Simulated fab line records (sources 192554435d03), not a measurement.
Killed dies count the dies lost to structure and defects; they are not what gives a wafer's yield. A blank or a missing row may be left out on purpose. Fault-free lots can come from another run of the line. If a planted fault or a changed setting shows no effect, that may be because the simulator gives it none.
fab line records    flow n5Finfet
record: lots: 8  wafers: 24  lastDay: 18
route steps=1938 shown DUMMY_GATE@247 SPACER0@261 SD_EPI_N@271 SD_EPI_P@305 BEOL_M4@1111 PASSIVATION@1936
lots with no fault: from the same line, run without faults
startH: start of the lot's first displayed wafer, in hours after the record's first day    waitH: hours from the lot's prior step to this one    " the same as in the row above    L1.1+2: one row covering several wafers at once    - no value present, or no start provided    * or withheld: withheld    < > ~ a bound
route shown NAME@n: NAME is a module with steps in the file, n the number in the route of the first one    usual: average and standard deviation across the fault-free wafers    same: alike in all rows    chamber/n: place in a boat    sites: per-site readings    _std_site: standard deviation of those values    _edge_site: outer sites' mean less inner sites'    radiusMm: how far each site lies from the wafer's centre    mask NAME#n: copy n    behind: tool/chamber where the wafer was last shaped    hold: the reason the lot was held/the length of the hold in hours/how it ended    device: which transistor (n, p or np) failed to switch    end of line: tests of these same wafers at the route's end    step lacking rows: just its recipe    killed: at the first sort, the dies lost to defects and structure; wafer yield is something else    map: a wafer's dies, x killed, . not, _ none there
set.NAME: the setting the step ran with; set.NAME@STEP: the setting that earlier step ran with    model.NAME: the simulator's own value behind a step, which no gauge read
the route's steps for a sample of lots (tables are steps, rows are wafers)
services: the hour from which a tool's chamber was out of use, counted from the record's first day as startH (under 0 if before that day), plus the number of hours and why
== steps ==
step: N5_DUMMY_GATE_ETCH_23
recipe: chemistry: HBr/Cl2/O2  HBr_flow_sccm: 150  Cl2_flow_sccm: 80  O2_flow_sccm: 12  biasW: 102  targetDepthA: 410  timeS: 22.3  target: poly-Si  maskMaterial: SiO2  pressureMtorr: 10  icpW: 800
usual: drypumpMotorCurrentA: 5.7/0.47  mfcCl2Sccm: 80.01/0.25  oesProductAu: 0.995/0.022  throttleValvePct: 37.19/0.24
lot.wafer  tool      chamber  startH  waitH  drypumpMotorCurrentA  mfcCl2Sccm  oesProductAu  rfHoursCounterH  throttleValvePct
L129.2     rieSi-05  2        46.65   0.0    5.4                   80.56       0.981         153              37.00
L129.4     "         0        "       "      5.3                   79.66       0.968         182              37.11
L129.6     "         1        "       "      6.0                   79.84       0.981         -                37.23
L130.2     rieSi-04  1        54.13   0.0    6.7                   79.88       0.992         104              37.18
L130.5     "         1        "       "      6.7                   80.32       0.988         -                37.18
L130.6     "         0        "       "      4.8                   80.10       0.988         -                36.98
L133.1     rieSi-05  0        72.93   0.0    5.3                   80.05       0.980         183              37.11
L133.2     "         1        "       "      6.0                   79.91       0.980         6                37.22
L133.6     "         2        "       "      5.4                   80.22       0.995         -                37.02
L134.2     rieSi-01  2        77.05   0.0    5.9                   79.97       0.999         103              36.88
L134.3     "         1        "       "      6.1                   79.87       0.995         27               37.40
L134.4     "         0        "       "      5.7                   79.90       0.994         25               37.28
L144.3     rieSi-05  0        138.16  0.0    5.3                   79.70       0.965         184              37.10
L144.4     "         1        "       "      6.0                   79.62       0.967         8                37.23
L144.6     "         2        "       "      5.4                   79.93       0.980         -                37.01
L148.3     rieSi-01  0        160.12  0.0    5.7                   79.64       0.993         27               37.27
L148.4     "         3        "       "      6.1                   79.76       0.991         113              36.82
L148.6     "         0        "       "      5.7                   79.83       0.996         -                37.27
L149.1     rieSi-01  3        171.36  0.0    6.1                   80.07       0.992         113              36.82
L149.4     "         3        "       "      6.1                   79.99       0.992         -                36.82
L149.5     "         1        "       "      6.1                   80.27       0.993         -                37.42
L151.1     rieSi-01  2        178.90  0.0    5.9                   79.77       0.991         104              36.90
L151.5     "         1        "       "      6.2                   79.76       0.997         -                37.41
L151.6     "         2        "       "      5.9                   80.13       0.992         -                36.89
step: N5_DUMMY_GATE_CD_MEAS_24
recipe: targetCdNm: 15
usual: cdNm: 15.1/0.41
lot.wafer  tool      chamber  startH  waitH  cdNm
L129.2     cdSem-02  -        46.82   0.1    14.7
L129.4     "         -        "       "      14.7
L129.6     "         -        "       "      15.1
L130.2     cdSem-03  -        54.30   0.1    15.3
L130.5     "         -        "       "      14.9
L130.6     "         -        "       "      15.3
L133.1     cdSem-01  -        73.10   0.1    13.8
L133.2     "         -        "       "      15.2
L133.6     "         -        "       "      13.8
L134.2     cdSem-03  -        77.22   0.1    14.9
L134.3     "         -        "       "      15.8
L134.4     "         -        "       "      15.1
L144.3     cdSem-02  -        138.34  0.1    14.7
L144.4     "         -        "       "      15.1
L144.6     "         -        "       "      15.1
L148.3     cdSem-01  -        160.29  0.1    14.4
L148.4     "         -        "       "      14.3
L148.6     "         -        "       "      15.2
L149.1     cdSem-03  -        171.52  0.1    14.7
L149.4     "         -        "       "      15.0
L149.5     "         -        "       "      14.9
L151.1     cdSem-02  -        179.07  0.1    14.8
L151.5     "         -        "       "      14.8
L151.6     "         -        "       "      14.5
step: N5_DUMMY_GATE_STRIP_48
recipe: chemistry: N2/H2  timeS: 20  powerW: 100  tempC: 40  pressureMtorr: 100  rfFrequencyHz: 6e+07  biasPowerW: 3  n2FlowSccm: 300  h2FlowSccm: 300
usual: biasPowerW: 3.000/0.0098  drypumpMotorCurrentA: 5.9/0.4  h2FlowSccm: 299.8/0.9  oesProductAu: 0.77/0.088  rfVppV: 45.3/0.9  showerheadPlenumPTorr: 3.37/0.09  tempC: 40.03/0.11  throttleValvePct: 12.23/0.26
lot.wafer  tool        chamber  startH  waitH  biasPowerW  drypumpMotorCurrentA  h2FlowSccm  oesProductAu  rfHoursCounterH  rfVppV  showerheadPlenumPTorr  tempC  throttleValvePct
L129.2     rieDiel-02  0        46.92   0.0    3.009       6.3                   300.2       0.74          138              46.5    3.37                   39.97  12.15
L129.4     "           2        "       "      2.987       6.3                   301.1       0.68          247              44.3    3.45                   40.10  12.40
L129.6     "           3        "       "      3.008       5.5                   300.9       0.70          -                44.4    3.17                   40.04  12.45
L130.2     rieDiel-02  1        54.40   0.0    3.009       6.4                   299.2       0.75          147              44.6    3.37                   39.99  12.01
L130.5     "           2        "       "      2.987       6.4                   300.7       0.68          -                45.6    3.45                   40.05  12.40
L130.6     "           1        "       "      3.001       6.4                   298.7       0.75          -                46.1    3.37                   40.05  12.00
L133.1     rieDiel-02  0        73.30   0.0    2.997       6.3                   299.2       0.75          148              44.7    3.37                   39.94  12.18
L133.2     "           1        "       "      2.992       6.4                   300.1       0.75          155              45.6    3.37                   40.21  12.03
L133.6     "           1        "       "      2.990       6.4                   298.9       0.75          -                45.2    3.37                   39.99  12.04
L134.2     rieDiel-04  1        77.32   0.0    3.000       5.4                   300.7       0.84          58               45.2    3.29                   40.26  12.18
L134.3     "           3        "       "      3.016       6.1                   301.0       0.95          19               45.8    3.32                   40.08  11.92
L134.4     "           2        "       "      2.999       6.0                   300.4       0.71          192              44.7    3.34                   40.12  12.12
L144.3     rieDiel-02  0        138.43  0.0    3.005       6.3                   299.7       0.72          170              45.9    3.35                   40.09  12.23
L144.4     "           1        "       "      3.007       6.4                   299.0       0.73          179              43.4    3.36                   39.93  12.10
L144.6     "           2        "       "      2.995       6.3                   299.6       0.89          -                43.5    3.43                   40.04  11.82
L148.3     rieDiel-02  2        160.39  0.0    2.970       6.4                   300.6       0.88          30               45.6    3.43                   40.05  11.83
L148.4     "           0        "       "      2.994       6.3                   299.4       0.72          -                47.2    3.35                   40.00  12.26
L148.6     "           3        "       "      3.006       5.5                   299.1       0.91          -                46.5    3.56                   40.02  11.85
L149.1     rieDiel-02  0        171.65  0.0    3.004       6.4                   300.9       0.72          183              44.6    3.35                   40.09  12.26
L149.4     "           2        "       "      2.984       6.4                   299.5       0.88          -                44.6    3.43                   40.15  11.86
L149.5     "           0        "       "      3.010       6.3                   301.3       0.72          -                44.9    3.35                   39.89  12.25
L151.1     rieDiel-03  3        179.17  0.0    2.991       5.7                   301.1       0.68          248              45.0    3.47                   40.01  12.55
L151.5     "           2        "       "      3.005       5.7                   298.7       0.68          -                45.3    3.33                   39.94  12.71
L151.6     "           3        "       "      2.992       5.7                   300.0       0.69          -                43.9    3.47                   39.86  12.54
step: N5_SPACER0_INSPECT_04
recipe: inspectInstrument: darkfield  mode: postDep
usual: rawDefectCount: 136/26
lot.wafer  tool              chamber  startH  waitH  rawDefectCount
L129.2     defectInspect-02  -        47.71   0.1    113
L129.4     "                 -        "       "      115
L129.6     "                 -        "       "      94
L130.2     defectInspect-01  -        55.19   0.1    155
L130.5     "                 -        "       "      131
L130.6     "                 -        "       "      132
L133.1     defectInspect-02  -        74.09   0.1    112
L133.2     "                 -        "       "      155
L133.6     "                 -        "       "      185
L134.2     defectInspect-01  -        78.39   0.1    120
L134.3     "                 -        "       "      140
L134.4     "                 -        "       "      138
L144.3     defectInspect-02  -        139.28  0.1    107
L144.4     "                 -        "       "      88
L144.6     "                 -        "       "      351
L148.3     defectInspect-01  -        161.18  0.1    128
L148.4     "                 -        "       "      150
L148.6     "                 -        "       "      118
L149.1     defectInspect-02  -        172.44  0.1    93
L149.4     "                 -        "       "      129
L149.5     "                 -        "       "      159
L151.1     defectInspect-02  -        181.25  0.1    133
L151.5     "                 -        "       "      214
L151.6     "                 -        "       "      158
step: N5_SD_EPI_N_OVL_MEAS_10
recipe: pointsPerWafer: 44
usual: SD_N_BLK_OVL: 0.0/0.81
lot.wafer  tool        chamber  startH  waitH  SD_N_BLK_OVL[nm]
L129.2     overlay-02  0        48.14   0.0    0.0
L129.4     "           0        "       "      -0.4
L129.6     "           0        "       "      0.3
L130.2     overlay-01  0        55.62   0.0    -0.5
L130.5     "           0        "       "      -2.4
L130.6     "           0        "       "      -0.4
L133.1     overlay-01  0        74.52   0.0    0.8
L133.2     "           0        "       "      -0.2
L133.6     "           0        "       "      -0.3
L134.2     overlay-02  0        78.82   0.0    -0.7
L134.3     "           0        "       "      -0.5
L134.4     "           0        "       "      -0.8
L144.3     overlay-01  0        139.71  0.0    0.0
L144.4     "           0        "       "      0.1
L144.6     "           0        "       "      0.2
L148.3     overlay-01  0        161.49  0.0    -0.2
L148.4     "           0        "       "      -0.6
L148.6     "           0        "       "      -0.6
L149.1     overlay-01  0        172.75  0.0    0.1
L149.4     "           0        "       "      1.4
L149.5     "           0        "       "      0.1
L151.1     overlay-01  0        181.56  0.0    0.8
L151.5     "           0        "       "      -0.5
L151.6     "           0        "       "      -0.5
step: N5_SD_EPI_N_INSPECT_11
recipe: mode: adi  inspectInstrument: macro
usual: rawDefectCount: 2.0/1.5
lot.wafer  tool              chamber  startH  waitH  rawDefectCount
L129.2     defectInspect-01  -        48.16   0.0    4
L129.4     "                 -        "       "      4
L129.6     "                 -        "       "      1
L130.2     defectInspect-01  -        55.64   0.0    0
L130.5     "                 -        "       "      3
L130.6     "                 -        "       "      1
L133.1     defectInspect-01  -        74.55   0.0    2
L133.2     "                 -        "       "      3
L133.6     "                 -        "       "      2
L134.2     defectInspect-01  -        78.84   0.0    2
L134.3     "                 -        "       "      1
L134.4     "                 -        "       "      0
L144.3     defectInspect-01  -        139.74  0.0    1
L144.4     "                 -        "       "      0
L144.6     "                 -        "       "      254
L148.3     defectInspect-02  -        161.51  0.0    0
L148.4     "                 -        "       "      4
L148.6     "                 -        "       "      0
L149.1     defectInspect-01  -        172.77  0.0    1
L149.4     "                 -        "       "      1
L149.5     "                 -        "       "      3
L151.1     defectInspect-01  -        181.58  0.0    1
L151.5     "                 -        "       "      2
L151.6     "                 -        "       "      3
step: N5_SD_EPI_N_INSPECT_26
recipe: inspectInstrument: darkfield  mode: postEpi
usual: rawDefectCount: 212/45
lot.wafer  tool              chamber  startH  waitH  rawDefectCount
L129.2     defectInspect-02  -        53.26   0.1    154
L129.4     "                 -        "       "      161
L129.6     "                 -        "       "      142
L130.2     defectInspect-01  -        59.69   0.1    238
L130.5     "                 -        "       "      160
L130.6     "                 -        "       "      193
L133.1     defectInspect-01  -        78.62   0.1    168
L133.2     "                 -        "       "      223
L133.6     "                 -        "       "      224
L134.2     defectInspect-01  -        83.85   0.1    206
L134.3     "                 -        "       "      183
L134.4     "                 -        "       "      218
L144.3     defectInspect-02  -        145.44  0.1    214
L144.4     "                 -        "       "      187
L144.6     "                 -        "       "      436
L148.3     defectInspect-01  -        165.49  0.1    193
L148.4     "                 -        "       "      222
L148.6     "                 -        "       "      216
L149.1     defectInspect-01  -        176.90  0.1    128
L149.4     "                 -        "       "      184
L149.5     "                 -        "       "      172
L151.1     defectInspect-02  -        185.57  0.1    208
L151.5     "                 -        "       "      353
L151.6     "                 -        "       "      247
step: N5_SD_EPI_P_INSPECT_11
recipe: mode: adi  inspectInstrument: macro
usual: rawDefectCount: 2.0/1.4
lot.wafer  tool              chamber  startH  waitH  rawDefectCount
L129.2     defectInspect-01  -        53.72   0.0    2
L129.4     "                 -        "       "      1
L129.6     "                 -        "       "      7
L130.2     defectInspect-01  -        60.02   0.0    4
L130.5     "                 -        "       "      1
L130.6     "                 -        "       "      1
L133.1     defectInspect-02  -        79.07   0.0    3
L133.2     "                 -        "       "      3
L133.6     "                 -        "       "      0
L134.2     defectInspect-02  -        84.17   0.0    1
L134.3     "                 -        "       "      5
L134.4     "                 -        "       "      3
L144.3     defectInspect-02  -        145.90  0.0    1
L144.4     "                 -        "       "      1
L144.6     "                 -        "       "      245
L148.3     defectInspect-01  -        165.95  0.0    5
L148.4     "                 -        "       "      2
L148.6     "                 -        "       "      3
L149.1     defectInspect-02  -        177.23  0.0    4
L149.4     "                 -        "       "      1
L149.5     "                 -        "       "      2
L151.1     defectInspect-02  -        186.02  0.0    3
L151.5     "                 -        "       "      3
L151.6     "                 -        "       "      1
step: N5_BEOL_M4_RC_MEAS_101
usual: DIBL_N: 36.3/1.7  DIBL_P: 36.5/2.1  IOFF_N: 0.16/0.03  IOFF_P: 0.22/0.035  ION_N: 675/11  ION_P: 465/7.1  SS_N: 71.5/0.62  SS_P: 73.3/0.64  VT_N: 250/3.1  VT_P: -249.1/3
lot.wafer  tool       chamber  startH  waitH  DIBL_N[mV/V]  DIBL_P[mV/V]  IOFF_N[nA/um]  IOFF_P[nA/um]  ION_N[uA/um]  ION_P[uA/um]  SS_N[mV/dec]  SS_P[mV/dec]  VT_N[mV]  VT_P[mV]
L130.2     prober-01  0        165.05  0.2    35.2          35.6          0.15           0.23           683           472           71.4          72.4          249       -244.8
L130.5     "          0        "       "      37.2          38.1          0.18           0.28           671           469           71.3          73.8          246       -244.1
L130.6     "          0        "       "      34.7          35.4          0.14           0.23           673           473           70.8          72.9          252       -244.3
L129.2     prober-01  0        170.56  0.8    37.8          38.9          0.19           0.26           682           470           72.1          73.8          246       -245.8
L129.4     "          0        "       "      37.7          38.4          0.19           0.27           686           473           72.0          73.4          248       -246.1
L129.6     "          0        "       "      35.5          36.7          0.15           0.23           675           469           71.0          72.5          252       -248.8
L133.1     prober-01  0        190.15  0.0    39.5          41.8          0.24           0.32           675           469           72.6          74.9          248       -246.1
L133.2     "          0        "       "      37.1          38.5          0.20           0.26           680           472           72.6          73.7          246       -246.7
L133.6     "          0        "       "      38.1          40.9          0.21           0.29           696           476           72.8          74.0          245       -245.6
L134.2     prober-01  0        195.39  0.2    36.4          36.4          0.16           0.19           669           456           71.9          73.9          251       -253.5
L134.3     "          0        "       "      33.1          32.5          0.11           0.16           671           460           71.3          72.4          254       -256.4
L134.4     "          0        "       "      37.8          39.1          0.21           0.25           688           472           72.2          74.0          243       -246.4
L148.3     prober-02  0        303.65  0.3    37.7          38.0          0.17           0.21           679           457           72.3          73.4          250       -251.3
L148.4     "          0        "       "      37.1          36.4          0.16           0.19           667           447           72.0          72.9          253       -255.7
L148.6     "          0        "       "      35.4          35.3          0.13           0.18           665           458           71.1          73.0          252       -252.1
L144.3     prober-02  0        307.56  0.3    39.1          37.8          0.19           0.24           671           470           72.9          73.6          247       -247.0
L144.4     "          0        "       "      36.4          35.2          0.15           0.20           664           460           71.8          73.2          252       -249.7
L144.6     "          0        "       "      37.4          36.1          0.16           0.23           668           465           71.3          73.7          250       -246.5
L149.1     prober-01  0        308.98  0.0    38.4          36.9          0.19           0.25           681           468           72.3          73.4          246       -245.4
L149.4     "          0        "       "      36.6          34.3          0.15           0.21           674           468           71.7          73.4          248       -246.7
L149.5     "          0        "       "      37.4          36.5          0.18           0.24           694           474           71.3          73.3          246       -247.4
L151.1     prober-02  0        312.24  0.0    36.3          37.6          0.16           0.22           682           468           71.6          73.7          251       -250.8
L151.5     "          0        "       "      38.9          40.8          0.22           0.28           684           473           72.1          74.7          246       -246.8
L151.6     "          0        "       "      38.1          39.7          0.20           0.26           709           484           71.6          74.1          245       -246.6
step: N5_PASSIVATION_PROBE_49
usual: defectLimitedYield: 91.2/1.4  killed_at_M0_to_M3: 36/10  killed_at_M4_up: 13/5.1  killedAtContacts: 12/5.4  killedAtFrontEnd: 39/11  killedAtOther: 3.5/2.4  killedDies: 104/17  killedOpen: 67/13  killedShort: 36/8.3  sort_bin_5_function: 5.2/0.98  sort_bin_6_memory: 3.3/0.68  sortNPass: 1076/17  sortYieldPct: 91.2/1.4
same: grossDies: 1180  killedAtBackSide: 0  sort_bin_4_leakage[%]: 0  sort_bin_8_speed[%]: 0
lot.wafer  tool       chamber  startH  waitH  defectLimitedYield[%]  killed_at_M0_to_M3  killed_at_M4_up  killedAtContacts  killedAtFrontEnd  killedAtOther  killedDies  killedOpen  killedShort  sort_bin_5_function[%]  sort_bin_6_memory[%]  sortNPass  sortYieldPct[%]
L144.3     prober-02  -        428.50  0.1    91.2                   41                  16               25                22                0              104         66          36           5.1                     3.1                   1076       91.2
L144.4     prober-02  -        428.55  0.2    93.9                   30                  13               8                 17                4              72          52          19           3.9                     2.2                   1108       93.9
L144.6     prober-02  -        428.65  0.3    85.4                   34                  21               18                97                2              172         56          39           9.7                     4.0                   1008       85.4
killed by level:class
L144.3 MOL_CONTACT_COAG:geometricParticle:open=19 BEOL_M0_SAQP:geometricParticle:open=16 BEOL_M0_SAQP:geometricParticle:short=12 MOL_CONTACT_COAG:geometricParticle:short=5 BEOL_M4:geometricParticle:open=5 STARTING-WAFER:geometricParticle:short=4 FIN_SAQP:geometricParticle:short=3 DUMMY_GATE:geometricParticle:open=3
L144.4 BEOL_M0_SAQP:geometricParticle:open=11 BEOL_M0_SAQP:geometricParticle:short=9 MOL_CONTACT_COAG:geometricParticle:open=5 BEOL_M3:geometricParticle:open=5 STI_FIN_REVEAL:geometricParticle:open=4 BEOL_M4:geometricParticle:open=4 FIN_SAQP:geometricParticle:open=3 MOL_CONTACT_COAG:geometricParticle:short=3
L144.6 DUMMY_GATE:unspecified=77 MOL_CONTACT_COAG:geometricParticle:open=15 BEOL_M0_SAQP:geometricParticle:short=11 BEOL_M0_SAQP:geometricParticle:open=7 FIN_SAQP:geometricParticle:open=6 BEOL_M4:geometricParticle:open=6 BEOL_M1:geometricParticle:short=4 BEOL_M5:geometricParticle:short=4
== services ==
tool        chamber  startH  hours  kind
rieSi-05    -        24.91   0.1    repair
rieDiel-02  3        25.68   16.5   repair
rieDiel-02  0        30.63   8.5    repair
rieSi-01    -        46.33   15.6   pm
rieDiel-03  -        50.19   2.2    repair
rieDiel-04  1        54.64   7.7    repair
rieDiel-02  2        56.92   -      clean
rieDiel-02  2        56.92   -      consumableReplace:focusRing
rieDiel-02  2        56.92   16.7   scheduledDown
rieDiel-02  2        56.92   16.7   ventCycle
rieDiel-04  2        70.08   5.8    repair
rieDiel-02  3        81.94   4.4    repair
rieDiel-02  3        86.34   -      clean
rieDiel-02  3        86.34   -      consumableReplace:focusRing
rieDiel-02  3        86.34   -      consumableReplace:showerhead
rieSi-05    3        104.98  9.2    repair
rieDiel-04  -        105.48  12.2   repair
rieDiel-02  0        117.33  3.4    repair
rieDiel-04  3        118.63  9.4    repair
rieSi-01    0        134.18  4.3    repair
rieDiel-02  1        157.61  19.4   repair
rieDiel-04  -        165.30  1.5    repair
rieSi-01    2        168.07  7.2    repair
rieSi-05    3        173.25  8.4    repair
== key ==
firstSign: step: N5_SPACER0_INSPECT_04  reading: rawDefectCount  direction: up  sigmas: 8.2  usual: 136  struck: 351
effect: step: N5_SD_EPI_N_INSPECT_11  reading: rawDefectCount  direction: up  sigmas: 99+  usual: 2.0  struck: 254
effect: step: N5_SD_EPI_N_INSPECT_26  reading: rawDefectCount  direction: up  sigmas: 5  usual: 212  struck: 436
effect: step: N5_SD_EPI_P_INSPECT_11  reading: rawDefectCount  direction: up  sigmas: 99+  usual: 2.0  struck: 245
effect: step: N5_PASSIVATION_PROBE_49  reading: killedAtFrontEnd  direction: up  sigmas: 5.4  usual: 39  struck: 97
moreKillsBornAt: N5_DUMMY_GATE_ETCH_23@rieSi-05: 77
metAt N5_DUMMY_GATE_ETCH_23
struckLots L144
struckWafers L144.6
notActingAt N5_DUMMY_GATE_CD_MEAS_24,N5_DUMMY_GATE_STRIP_48,N5_SD_EPI_N_OVL_MEAS_10
onsetBetween 72.93 138.16
fault: kind: chamberParticleSource  tool: rieSi-05  chamber: 2  onsetH: 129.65  steps: N5_DUMMY_GATE_ETCH_23  ratePerVisitCm2: 0.40857  endH: 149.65
